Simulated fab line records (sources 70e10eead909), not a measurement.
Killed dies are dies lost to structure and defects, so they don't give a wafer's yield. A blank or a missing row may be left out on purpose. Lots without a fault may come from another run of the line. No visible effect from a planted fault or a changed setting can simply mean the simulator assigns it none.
fab line records :: flow nand_harc
record
  lots=13
  wafers=39
  last_day=33
route steps=1302 shown A_DECK1_JOINT@539 A_ONON_D2@548
lots that met no fault: taken from a fault-free run of the same line
start_h: hours from the record's first day to the start of the lot's first wafer shown :: wait_h: hours since the lot's step before :: " identical to the entry in the row above :: L1.1+2: several wafers, shown together as one row :: - no value, or no start was given :: * or withheld: withheld :: < > ~ a bound
route shown NAME@n: names a module that has steps shown in the file, with the first one's number in the route :: usual: mean/standard deviation of fault-free wafers :: same: alike in all rows :: chamber/n: place in a boat :: sites: the reading at each site :: _std_site: the values' standard deviation :: _edge_site: the outer-site mean with the inner-site mean subtracted :: radius_mm: for every site, how far away it sits from the centre of the wafer :: mask NAME#n: copy n :: behind: tool/chamber where the wafer was last shaped :: hold: the reason the lot was held/the length of the hold in hours/how it ended :: device: whichever transistor did not switch (one of n, p or np) :: end of line: the tests these same wafers got at the end of their route :: a step given without rows: its recipe and nothing more :: killed: dies lost to structure and defects at the first sort, not the wafer's yield :: map: a wafer's dies, x killed, . not, _ none there
set.NAME: the run value of the setting; set.NAME@STEP: its run value at that earlier step :: model.NAME: the simulator's own value behind a step, which no gauge read
route steps across a sampled set of lots; one table per step, one row per wafer
services: from which hour (start_h, from the record's first day; less than 0 if before it) a tool's chamber was out of use, for how many hours, and why
## steps
# step NHARC_A_DECK1_JOINT_CMP_02
# recipe
  material=SiOx
# usual
  motor_current_A=12.6/1.8
lot.wafer: L612.1
tool: cmp-04
chamber: 2
start_h: 284.15
wait_h: 0.4
motor_current_A: 13.7

lot.wafer: L612.4
tool: cmp-04
chamber: 3
start_h: 284.15
wait_h: 0.4
motor_current_A: 10.4

lot.wafer: L612.5
tool: cmp-04
chamber: 3
start_h: 284.15
wait_h: 0.4
motor_current_A: 11.4

lot.wafer: L611.2
tool: cmp-03
chamber: 1
start_h: 284.20
wait_h: 0.4
motor_current_A: 11.0

lot.wafer: L611.3
tool: cmp-03
chamber: 2
start_h: 284.20
wait_h: 0.4
motor_current_A: 11.9

lot.wafer: L611.6
tool: cmp-03
chamber: 1
start_h: 284.20
wait_h: 0.4
motor_current_A: 10.5

lot.wafer: L613.2
tool: cmp-03
chamber: 1
start_h: 304.20
wait_h: 0.4
motor_current_A: 11.7

lot.wafer: L613.4
tool: cmp-03
chamber: 2
start_h: 304.20
wait_h: 0.4
motor_current_A: 11.0

lot.wafer: L613.5
tool: cmp-03
chamber: 1
start_h: 304.20
wait_h: 0.4
motor_current_A: 11.1

lot.wafer: L614.1
tool: cmp-01
chamber: 2
start_h: 312.14
wait_h: 0.4
motor_current_A: 13.6

lot.wafer: L614.4
tool: cmp-01
chamber: 0
start_h: 312.14
wait_h: 0.4
motor_current_A: 13.0

lot.wafer: L614.5
tool: cmp-01
chamber: 3
start_h: 312.14
wait_h: 0.4
motor_current_A: 13.3

lot.wafer: L616.2
tool: cmp-03
chamber: 1
start_h: 330.04
wait_h: 0.4
motor_current_A: 10.1

lot.wafer: L616.6
tool: cmp-03
chamber: 0
start_h: 330.04
wait_h: 0.4
motor_current_A: 16.9

lot.wafer: L616.5
tool: cmp-03
chamber: 1
start_h: 330.04
wait_h: 0.4
motor_current_A: 11.1

lot.wafer: L617.1
tool: cmp-04
chamber: 2
start_h: 345.78
wait_h: 0.4
motor_current_A: 13.5

lot.wafer: L617.6
tool: cmp-04
chamber: 0
start_h: 345.78
wait_h: 0.4
motor_current_A: 12.2

lot.wafer: L617.5
tool: cmp-04
chamber: 1
start_h: 345.78
wait_h: 0.4
motor_current_A: 14.3

lot.wafer: L618.4
tool: cmp-03
chamber: 1
start_h: 345.78
wait_h: 0.4
motor_current_A: 11.0

lot.wafer: L618.1
tool: cmp-03
chamber: 2
start_h: 345.78
wait_h: 0.4
motor_current_A: 11.3

lot.wafer: L618.6
tool: cmp-03
chamber: 0
start_h: 345.78
wait_h: 0.4
motor_current_A: 16.5

lot.wafer: L626.1
tool: cmp-03
chamber: 2
start_h: 435.78
wait_h: 0.4
motor_current_A: 11.2

lot.wafer: L626.2
tool: cmp-03
chamber: 0
start_h: 435.78
wait_h: 0.4
motor_current_A: 16.5

lot.wafer: L626.6
tool: cmp-03
chamber: 2
start_h: 435.78
wait_h: 0.4
motor_current_A: 11.6

lot.wafer: L627.1
tool: cmp-03
chamber: 3
start_h: 443.97
wait_h: 0.4
motor_current_A: 11.7

lot.wafer: L627.2
tool: cmp-03
chamber: 0
start_h: 443.97
wait_h: 0.4
motor_current_A: 16.7

lot.wafer: L627.6
tool: cmp-03
chamber: 0
start_h: 443.97
wait_h: 0.4
motor_current_A: 16.6

lot.wafer: L629.3
tool: cmp-04
chamber: 1
start_h: 459.59
wait_h: 0.4
motor_current_A: 13.8

lot.wafer: L629.4
tool: cmp-04
chamber: 0
start_h: 459.59
wait_h: 0.4
motor_current_A: 11.8

lot.wafer: L629.5
tool: cmp-04
chamber: 2
start_h: 459.59
wait_h: 0.4
motor_current_A: 13.7

lot.wafer: L630.1
tool: cmp-01
chamber: 2
start_h: 459.77
wait_h: 0.6
motor_current_A: 12.6

lot.wafer: L630.2
tool: cmp-01
chamber: 3
start_h: 459.77
wait_h: 0.6
motor_current_A: 12.3

lot.wafer: L630.6
tool: cmp-01
chamber: 2
start_h: 459.77
wait_h: 0.6
motor_current_A: 12.8

lot.wafer: L632.1
tool: cmp-04
chamber: 3
start_h: 479.59
wait_h: 0.4
motor_current_A: 11.0

lot.wafer: L632.3
tool: cmp-04
chamber: 0
start_h: 479.59
wait_h: 0.4
motor_current_A: 12.4

lot.wafer: L632.6
tool: cmp-04
chamber: 0
start_h: 479.59
wait_h: 0.4
motor_current_A: 12.8

lot.wafer: L633.3
tool: cmp-04
chamber: 1
start_h: 496.44
wait_h: 0.4
motor_current_A: 13.0

lot.wafer: L633.4
tool: cmp-04
chamber: 2
start_h: 496.44
wait_h: 0.4
motor_current_A: 13.7

lot.wafer: L633.6
tool: cmp-04
chamber: 3
start_h: 496.44
wait_h: 0.4
motor_current_A: 11.6
# step NHARC_A_ONON_D2_THK_MEAS_05
# recipe
  thk_meas_gauge=ellipsometry
# usual
  thk_nm=997/9.4
lot.wafer: L612.1
tool: film_metro-01
chamber: -
start_h: 286.03
wait_h: -
thk_nm: 1004

lot.wafer: L612.4
tool: film_metro-01
chamber: -
start_h: 286.03
wait_h: -
thk_nm: 1003

lot.wafer: L612.5
tool: film_metro-01
chamber: -
start_h: 286.03
wait_h: -
thk_nm: 1004

lot.wafer: L611.2
tool: film_metro-02
chamber: -
start_h: 286.15
wait_h: -
thk_nm: 1005

lot.wafer: L611.3
tool: film_metro-02
chamber: -
start_h: 286.15
wait_h: -
thk_nm: 1003

lot.wafer: L611.6
tool: film_metro-02
chamber: -
start_h: 286.15
wait_h: -
thk_nm: 1005

lot.wafer: L613.2
tool: film_metro-02
chamber: -
start_h: 306.04
wait_h: -
thk_nm: 999

lot.wafer: L613.4
tool: film_metro-02
chamber: -
start_h: 306.04
wait_h: -
thk_nm: 1000

lot.wafer: L613.5
tool: film_metro-02
chamber: -
start_h: 306.04
wait_h: -
thk_nm: 1000

lot.wafer: L614.1
tool: film_metro-01
chamber: -
start_h: 313.98
wait_h: -
thk_nm: 990

lot.wafer: L614.4
tool: film_metro-01
chamber: -
start_h: 313.98
wait_h: -
thk_nm: 993

lot.wafer: L614.5
tool: film_metro-01
chamber: -
start_h: 313.98
wait_h: -
thk_nm: 992

lot.wafer: L616.2
tool: film_metro-01
chamber: -
start_h: 331.85
wait_h: -
thk_nm: 987

lot.wafer: L616.5
tool: film_metro-01
chamber: -
start_h: 331.85
wait_h: -
thk_nm: 986

lot.wafer: L616.6
tool: film_metro-01
chamber: -
start_h: 331.85
wait_h: -
thk_nm: 987

lot.wafer: L618.1
tool: film_metro-01
chamber: -
start_h: 347.58
wait_h: -
thk_nm: 995

lot.wafer: L618.4
tool: film_metro-01
chamber: -
start_h: 347.58
wait_h: -
thk_nm: 995

lot.wafer: L618.6
tool: film_metro-01
chamber: -
start_h: 347.58
wait_h: -
thk_nm: 995

lot.wafer: L617.1
tool: film_metro-01
chamber: -
start_h: 347.67
wait_h: -
thk_nm: 997

lot.wafer: L617.5
tool: film_metro-01
chamber: -
start_h: 347.67
wait_h: -
thk_nm: 998

lot.wafer: L617.6
tool: film_metro-01
chamber: -
start_h: 347.67
wait_h: -
thk_nm: 998

lot.wafer: L626.1
tool: film_metro-02
chamber: -
start_h: 438.11
wait_h: -
thk_nm: 1006

lot.wafer: L626.2
tool: film_metro-02
chamber: -
start_h: 438.11
wait_h: -
thk_nm: 1005

lot.wafer: L626.6
tool: film_metro-02
chamber: -
start_h: 438.11
wait_h: -
thk_nm: 1006

lot.wafer: L627.1
tool: film_metro-01
chamber: -
start_h: 445.81
wait_h: -
thk_nm: 987

lot.wafer: L627.2
tool: film_metro-01
chamber: -
start_h: 445.81
wait_h: -
thk_nm: 988

lot.wafer: L627.6
tool: film_metro-01
chamber: -
start_h: 445.81
wait_h: -
thk_nm: 990

lot.wafer: L629.3
tool: film_metro-01
chamber: -
start_h: 461.62
wait_h: -
thk_nm: 996

lot.wafer: L629.4
tool: film_metro-01
chamber: -
start_h: 461.62
wait_h: -
thk_nm: 995

lot.wafer: L629.5
tool: film_metro-01
chamber: -
start_h: 461.62
wait_h: -
thk_nm: 996

lot.wafer: L630.1
tool: film_metro-01
chamber: -
start_h: 461.96
wait_h: -
thk_nm: 988

lot.wafer: L630.2
tool: film_metro-01
chamber: -
start_h: 461.96
wait_h: -
thk_nm: 988

lot.wafer: L630.6
tool: film_metro-01
chamber: -
start_h: 461.96
wait_h: -
thk_nm: 988

lot.wafer: L632.1
tool: film_metro-02
chamber: -
start_h: 481.45
wait_h: -
thk_nm: 1011

lot.wafer: L632.3
tool: film_metro-02
chamber: -
start_h: 481.45
wait_h: -
thk_nm: 1013

lot.wafer: L632.6
tool: film_metro-02
chamber: -
start_h: 481.45
wait_h: -
thk_nm: 1011

lot.wafer: L633.3
tool: film_metro-01
chamber: -
start_h: 498.32
wait_h: -
thk_nm: 1009

lot.wafer: L633.4
tool: film_metro-01
chamber: -
start_h: 498.32
wait_h: -
thk_nm: 1007

lot.wafer: L633.6
tool: film_metro-01
chamber: -
start_h: 498.32
wait_h: -
thk_nm: 1010
# step NHARC_A_ONON_D2_DEP_25
# recipe
  target_thk_a=10000
  n2_flow_sccm=2750
  n2o_flow_sccm=2000
  nh3_flow_sccm=500
  sih4_flow_sccm=210
  temp_c=400
lot.wafer: L612.1+4+5
tool: pecvd_onon-04
chamber: 0
start_h: 296.25
wait_h: 0.1

lot.wafer: L611.2+3+6
tool: pecvd_onon-01
chamber: 0
start_h: 296.31
wait_h: 0.1

lot.wafer: L613.2+4+5
tool: pecvd_onon-01
chamber: 0
start_h: 319.27
wait_h: 0.1

lot.wafer: L614.1+4+5
tool: pecvd_onon-04
chamber: 0
start_h: 324.33
wait_h: 0.1

lot.wafer: L616.2+5+6
tool: pecvd_onon-04
chamber: 0
start_h: 342.53
wait_h: 0.1

lot.wafer: L617.1+5+6
tool: pecvd_onon-01
chamber: 0
start_h: 357.84
wait_h: 0.1

lot.wafer: L618.1+4+6
tool: pecvd_onon-04
chamber: 0
start_h: 357.85
wait_h: 0.1

lot.wafer: L626.1+2+6
tool: pecvd_onon-03
chamber: 0
start_h: 448.60
wait_h: 0.1

lot.wafer: L627.1+2+6
tool: pecvd_onon-04
chamber: 0
start_h: 456.86
wait_h: 0.1

lot.wafer: L630.1+2+6
tool: pecvd_onon-03
chamber: 0
start_h: 472.50
wait_h: 0.1

lot.wafer: L629.3+4+5
tool: pecvd_onon-04
chamber: 0
start_h: 472.62
wait_h: 0.2

lot.wafer: L632.1+3+6
tool: pecvd_onon-01
chamber: 0
start_h: 492.80
wait_h: 0.1

lot.wafer: L633.3+4+6
tool: pecvd_onon-04
chamber: 0
start_h: 508.65
wait_h: 0.2
# step NHARC_A_ONON_D2_THK_MEAS_27
# recipe
  thk_meas_gauge=ellipsometry
# usual
  thk_nm=1001/9.4
lot.wafer: L612.1
tool: film_metro-02
chamber: -
start_h: 296.76
wait_h: -
thk_nm: 1003

lot.wafer: L612.4
tool: film_metro-02
chamber: -
start_h: 296.76
wait_h: -
thk_nm: 1002

lot.wafer: L612.5
tool: film_metro-02
chamber: -
start_h: 296.76
wait_h: -
thk_nm: 1000

lot.wafer: L611.2
tool: film_metro-01
chamber: -
start_h: 296.77
wait_h: -
thk_nm: 1004

lot.wafer: L611.3
tool: film_metro-01
chamber: -
start_h: 296.77
wait_h: -
thk_nm: 1004

lot.wafer: L611.6
tool: film_metro-01
chamber: -
start_h: 296.77
wait_h: -
thk_nm: 1007

lot.wafer: L613.2
tool: film_metro-02
chamber: -
start_h: 319.73
wait_h: -
thk_nm: 1014

lot.wafer: L613.4
tool: film_metro-02
chamber: -
start_h: 319.73
wait_h: -
thk_nm: 1014

lot.wafer: L613.5
tool: film_metro-02
chamber: -
start_h: 319.73
wait_h: -
thk_nm: 1015

lot.wafer: L614.1
tool: film_metro-02
chamber: -
start_h: 324.84
wait_h: -
thk_nm: 999

lot.wafer: L614.4
tool: film_metro-02
chamber: -
start_h: 324.84
wait_h: -
thk_nm: 999

lot.wafer: L614.5
tool: film_metro-02
chamber: -
start_h: 324.84
wait_h: -
thk_nm: 997

lot.wafer: L616.2
tool: film_metro-01
chamber: -
start_h: 342.97
wait_h: -
thk_nm: 1010

lot.wafer: L616.5
tool: film_metro-01
chamber: -
start_h: 342.97
wait_h: -
thk_nm: 1011

lot.wafer: L616.6
tool: film_metro-01
chamber: -
start_h: 342.97
wait_h: -
thk_nm: 1010

lot.wafer: L617.1
tool: film_metro-01
chamber: -
start_h: 358.35
wait_h: -
thk_nm: 1001

lot.wafer: L617.5
tool: film_metro-01
chamber: -
start_h: 358.35
wait_h: -
thk_nm: 1000

lot.wafer: L617.6
tool: film_metro-01
chamber: -
start_h: 358.35
wait_h: -
thk_nm: 1002

lot.wafer: L618.1
tool: film_metro-02
chamber: -
start_h: 358.35
wait_h: -
thk_nm: 563

lot.wafer: L618.4
tool: film_metro-02
chamber: -
start_h: 358.35
wait_h: -
thk_nm: 1008

lot.wafer: L618.6
tool: film_metro-02
chamber: -
start_h: 358.35
wait_h: -
thk_nm: 562

lot.wafer: L626.1
tool: film_metro-02
chamber: -
start_h: 449.11
wait_h: -
thk_nm: 1020

lot.wafer: L626.2
tool: film_metro-02
chamber: -
start_h: 449.11
wait_h: -
thk_nm: 1020

lot.wafer: L626.6
tool: film_metro-02
chamber: -
start_h: 449.11
wait_h: -
thk_nm: 1021

lot.wafer: L627.1
tool: film_metro-01
chamber: -
start_h: 457.37
wait_h: -
thk_nm: 988

lot.wafer: L627.2
tool: film_metro-01
chamber: -
start_h: 457.37
wait_h: -
thk_nm: 990

lot.wafer: L627.6
tool: film_metro-01
chamber: -
start_h: 457.37
wait_h: -
thk_nm: 990

lot.wafer: L629.3
tool: film_metro-02
chamber: -
start_h: 473.01
wait_h: -
thk_nm: 1006

lot.wafer: L629.4
tool: film_metro-02
chamber: -
start_h: 473.01
wait_h: -
thk_nm: 1006

lot.wafer: L629.5
tool: film_metro-02
chamber: -
start_h: 473.01
wait_h: -
thk_nm: 1005

lot.wafer: L630.1
tool: film_metro-01
chamber: -
start_h: 473.01
wait_h: -
thk_nm: 1000

lot.wafer: L630.2
tool: film_metro-01
chamber: -
start_h: 473.01
wait_h: -
thk_nm: 999

lot.wafer: L630.6
tool: film_metro-01
chamber: -
start_h: 473.01
wait_h: -
thk_nm: 998

lot.wafer: L632.1
tool: film_metro-01
chamber: -
start_h: 493.31
wait_h: -
thk_nm: 1000

lot.wafer: L632.3
tool: film_metro-01
chamber: -
start_h: 493.31
wait_h: -
thk_nm: 1000

lot.wafer: L632.6
tool: film_metro-01
chamber: -
start_h: 493.31
wait_h: -
thk_nm: 999

lot.wafer: L633.3
tool: film_metro-02
chamber: -
start_h: 509.04
wait_h: -
thk_nm: 1008

lot.wafer: L633.4
tool: film_metro-02
chamber: -
start_h: 509.04
wait_h: -
thk_nm: 1008

lot.wafer: L633.6
tool: film_metro-02
chamber: -
start_h: 509.04
wait_h: -
thk_nm: 1008
## services
tool: cmp-03
chamber: -
start_h: 264.00
hours: -
kind: consumable_replace:conditioner

tool: cmp-03
chamber: -
start_h: 264.00
hours: -
kind: consumable_replace:pad

tool: pecvd_onon-01
chamber: -
start_h: 267.03
hours: 2.0
kind: repair

tool: pecvd_onon-01
chamber: -
start_h: 269.40
hours: 13.0
kind: pm

tool: cmp-01
chamber: -
start_h: 286.51
hours: 4.0
kind: pm

tool: cmp-04
chamber: -
start_h: 307.00
hours: 4.0
kind: pm

tool: pecvd_onon-04
chamber: -
start_h: 311.00
hours: 13.0
kind: pm

tool: cmp-01
chamber: -
start_h: 328.24
hours: 18.1
kind: repair

tool: cmp-04
chamber: -
start_h: 333.83
hours: 0.4
kind: repair

tool: cmp-03
chamber: -
start_h: 358.78
hours: 4.0
kind: pm

tool: cmp-03
chamber: -
start_h: 372.73
hours: 4.5
kind: repair

tool: cmp-01
chamber: -
start_h: 384.51
hours: 4.0
kind: pm

tool: cmp-04
chamber: -
start_h: 405.00
hours: 4.0
kind: pm

tool: pecvd_onon-03
chamber: -
start_h: 408.16
hours: 13.0
kind: pm

tool: cmp-01
chamber: -
start_h: 419.48
hours: 2.1
kind: repair

tool: cmp-01
chamber: -
start_h: 424.13
hours: 4.5
kind: repair

tool: pecvd_onon-01
chamber: -
start_h: 434.42
hours: 8.0
kind: repair

tool: cmp-01
chamber: -
start_h: 448.19
hours: 1.5
kind: repair

tool: pecvd_onon-01
chamber: -
start_h: 450.40
hours: 13.0
kind: pm

tool: cmp-03
chamber: -
start_h: 456.78
hours: 4.0
kind: pm

tool: cmp-01
chamber: -
start_h: 482.51
hours: 4.0
kind: pm

tool: cmp-04
chamber: -
start_h: 488.89
hours: 0.3
kind: repair

tool: pecvd_onon-04
chamber: -
start_h: 492.00
hours: 13.0
kind: pm

tool: cmp-04
chamber: -
start_h: 499.97
hours: 3.1
kind: repair
## key
first_sign
  step=NHARC_A_ONON_D2_THK_MEAS_27
  reading=thk_nm
  direction=down
  sigmas=47
  usual=1001
  struck=563
effect none on later readings
met_at NHARC_A_ONON_D2_DEP_25
struck_lots L618
struck_wafers L618.1,L618.6
later_rows_left_out L618.1,L618.6
sort_left_out L618.1,L618.6
tester_left_out L618
not_acting_at NHARC_A_DECK1_JOINT_CMP_02,NHARC_A_ONON_D2_THK_MEAS_05
onset_between 342.53 357.85
fault
  kind=process_parameter_drift
  tool=pecvd_onon-04
  chamber=-
  onset_h=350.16
  steps=NHARC_A_ONON_D2_DEP_25
  channel=target_thk_a
  offset=*
  shape=step
  end_h=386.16
  scope=struck_wafers_only
  acts_in=*
  stated=*
# tester_left_out: of these lots the tester's yield and bins aren't shown, on N5 and GAA mostly nor the transistor test; their killed dies are dies lost to structure and defects alone, not to doping, threshold or leakage, so they don't give the yield
# sort_left_out: the simulated sort isn't trusted on such a fault, so these wafers' sort isn't shown, and their yield isn't known
# later_rows_left_out: the simulator's readings of these wafers behind a module that went badly wrong aren't trusted and aren't shown, but for the sort
